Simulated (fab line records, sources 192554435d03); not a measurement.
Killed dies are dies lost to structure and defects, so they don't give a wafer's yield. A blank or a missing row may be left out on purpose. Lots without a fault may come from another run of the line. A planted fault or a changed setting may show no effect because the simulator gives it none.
Chamber matching | flow n5_finfet | N5_BEOL_M8_ETCH_62 on rie_diel-01: 4 sister chambers
The step etches SOC in N2/H2, target depth 110 nm, overetch 22 nm, time 165 s. 4 wafers are shown with their chamber, then 8 later ones without.

WAFERS WITH THEIR CHAMBER
wafer  | chamber | showerhead_plenum_p_Torr (Torr)
L079.1 | 2       | 2.70
L081.4 | 1       | 2.69
L085.5 | 3       | 2.60
L091.3 | 0       | 2.64

WAFERS WITHOUT THEIR CHAMBER
wafer  | showerhead_plenum_p_Torr (Torr)
L091.4 | 2.69
L091.6 | 2.69
L092.3 | 2.68
L092.4 | 2.69
L092.6 | 2.59
L095.2 | 2.63
L095.4 | 2.58
L095.6 | 2.68

WHICH CHAMBER EACH WENT THROUGH
wafer  | from the rows above     | in truth
L091.4 | can't be placed: 1 or 2 | 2
L091.6 | can't be placed: 1 or 2 | 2
L092.3 | can't be placed: 1 or 2 | 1
L092.4 | can't be placed: 1 or 2 | 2
L092.6 | 3                       | 3
L095.2 | can't be placed: 0 or 3 | 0
L095.4 | 3                       | 3
L095.6 | can't be placed: 1 or 2 | 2
Placed correctly: 2 of 8. Can't be placed from these rows: 6 (the true chamber is among the candidates in 6). Placed wrongly: 0.
How it was worked out, from the rows above alone: a wafer's distance from a chamber is the root of the sum, over the readings, of the square of ((its reading less the chamber's mean) divided by the reading's scatter). The wafer belongs to the nearest chamber; if the next one is less than 2 further off, it can't be placed. A chamber's mean is the mean of its shown wafers. The scatter: with one shown wafer a chamber, the root of the mean of the squares of how far each hidden wafer lies from its nearest shown one.
